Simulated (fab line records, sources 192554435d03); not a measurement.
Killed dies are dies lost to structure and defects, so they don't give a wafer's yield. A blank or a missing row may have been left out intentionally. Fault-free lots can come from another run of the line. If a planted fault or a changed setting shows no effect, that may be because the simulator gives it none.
Matching of chambers / flow n5Finfet / N5_FIN_SAQP_HM_OPEN_33 on rieDiel-04: 4 sister chambers
The step chemistry CH3F/O2, target SiNx, target depth 49.4 nm, time 70.6 s. 18 wafers are shown with their chamber, then 9 later ones without.

WAFERS PAIRED WITH THEIR CHAMBERS
wafer=L074.1; chamber=1; showerheadPlenumPTorr (Torr)=1.95; drypumpMotorCurrentA (A)=5.93; throttleValvePct (%)=16.41
wafer=L074.4; chamber=3; showerheadPlenumPTorr (Torr)=2.07; drypumpMotorCurrentA (A)=5.22; throttleValvePct (%)=16.53
wafer=L074.6; chamber=2; showerheadPlenumPTorr (Torr)=2.07; drypumpMotorCurrentA (A)=5.41; throttleValvePct (%)=16.36
wafer=L075.2; chamber=2; showerheadPlenumPTorr (Torr)=2.07; drypumpMotorCurrentA (A)=5.42; throttleValvePct (%)=16.37
wafer=L075.3; chamber=3; showerheadPlenumPTorr (Torr)=2.07; drypumpMotorCurrentA (A)=5.24; throttleValvePct (%)=16.53
wafer=L075.4; chamber=1; showerheadPlenumPTorr (Torr)=1.95; drypumpMotorCurrentA (A)=5.88; throttleValvePct (%)=16.43
wafer=L079.4; chamber=1; showerheadPlenumPTorr (Torr)=1.95; drypumpMotorCurrentA (A)=5.87; throttleValvePct (%)=16.45
wafer=L079.5; chamber=3; showerheadPlenumPTorr (Torr)=2.07; drypumpMotorCurrentA (A)=5.23; throttleValvePct (%)=16.54
wafer=L079.6; chamber=0; showerheadPlenumPTorr (Torr)=1.97; drypumpMotorCurrentA (A)=5.83; throttleValvePct (%)=16.74
wafer=L082.3; chamber=0; showerheadPlenumPTorr (Torr)=1.97; drypumpMotorCurrentA (A)=5.86; throttleValvePct (%)=16.73
wafer=L082.4; chamber=3; showerheadPlenumPTorr (Torr)=2.07; drypumpMotorCurrentA (A)=5.22; throttleValvePct (%)=16.54
wafer=L082.6; chamber=3; showerheadPlenumPTorr (Torr)=2.07; drypumpMotorCurrentA (A)=5.22; throttleValvePct (%)=16.54
wafer=L083.2; chamber=2; showerheadPlenumPTorr (Torr)=2.06; drypumpMotorCurrentA (A)=5.42; throttleValvePct (%)=16.37
wafer=L083.3; chamber=0; showerheadPlenumPTorr (Torr)=1.97; drypumpMotorCurrentA (A)=5.87; throttleValvePct (%)=16.75
wafer=L083.6; chamber=3; showerheadPlenumPTorr (Torr)=2.07; drypumpMotorCurrentA (A)=5.23; throttleValvePct (%)=16.54
wafer=L084.1; chamber=0; showerheadPlenumPTorr (Torr)=1.96; drypumpMotorCurrentA (A)=5.87; throttleValvePct (%)=16.73
wafer=L084.4; chamber=3; showerheadPlenumPTorr (Torr)=2.07; drypumpMotorCurrentA (A)=5.23; throttleValvePct (%)=16.54
wafer=L084.5; chamber=0; showerheadPlenumPTorr (Torr)=1.97; drypumpMotorCurrentA (A)=5.90; throttleValvePct (%)=16.75

SIGNATURES, as means of the wafers listed above
reading=showerheadPlenumPTorr; chamber 0=1.9680; chamber 1=1.9500; chamber 2=2.0667; chamber 3=2.0700; scatter within a chamber=0.00324
reading=drypumpMotorCurrentA; chamber 0=5.8660; chamber 1=5.8933; chamber 2=5.4167; chamber 3=5.2271; scatter within a chamber=0.0189
reading=throttleValvePct; chamber 0=16.7400; chamber 1=16.4300; chamber 2=16.3667; chamber 3=16.5371; scatter within a chamber=0.01
Rule: a wafer's distance from a chamber is the root of the sum, over the readings, of the square of ((its reading less the chamber's mean) divided by the reading's scatter). The wafer belongs to the nearest chamber; if the next one is less than 2 further off, it can't be placed. The scatter: take each reading less its chamber's mean, square it, sum over the shown wafers, divide by the number of wafers less the number of chambers, and take the root.

WAFERS WITHOUT THEIR CHAMBER
wafer=L092.1; showerheadPlenumPTorr (Torr)=2.06; drypumpMotorCurrentA (A)=5.41; throttleValvePct (%)=16.40
wafer=L092.2; showerheadPlenumPTorr (Torr)=1.94; drypumpMotorCurrentA (A)=5.91; throttleValvePct (%)=16.46
wafer=L092.3; showerheadPlenumPTorr (Torr)=2.06; drypumpMotorCurrentA (A)=5.24; throttleValvePct (%)=16.57
wafer=L092.4; showerheadPlenumPTorr (Torr)=2.06; drypumpMotorCurrentA (A)=5.42; throttleValvePct (%)=16.41
wafer=L092.5; showerheadPlenumPTorr (Torr)=2.06; drypumpMotorCurrentA (A)=5.24; throttleValvePct (%)=16.57
wafer=L092.6; showerheadPlenumPTorr (Torr)=1.94; drypumpMotorCurrentA (A)=5.91; throttleValvePct (%)=16.48
wafer=L094.2; showerheadPlenumPTorr (Torr)=2.06; drypumpMotorCurrentA (A)=5.24; throttleValvePct (%)=16.58
wafer=L094.3; showerheadPlenumPTorr (Torr)=1.94; drypumpMotorCurrentA (A)=5.84; throttleValvePct (%)=16.47
wafer=L094.4; showerheadPlenumPTorr (Torr)=2.06; drypumpMotorCurrentA (A)=5.43; throttleValvePct (%)=16.42

WHICH CHAMBER EACH ONE RAN IN
wafer=L092.1; from the rows above=2; in truth=2
wafer=L092.2; from the rows above=1; in truth=1
wafer=L092.3; from the rows above=3; in truth=3
wafer=L092.4; from the rows above=2; in truth=2
wafer=L092.5; from the rows above=3; in truth=3
wafer=L092.6; from the rows above=1; in truth=1
wafer=L094.2; from the rows above=3; in truth=3
wafer=L094.3; from the rows above=1; in truth=1
wafer=L094.4; from the rows above=2; in truth=2
Correct placement for 9 of the 9. Left unplaced by these rows: 0. 0 placed wrongly.
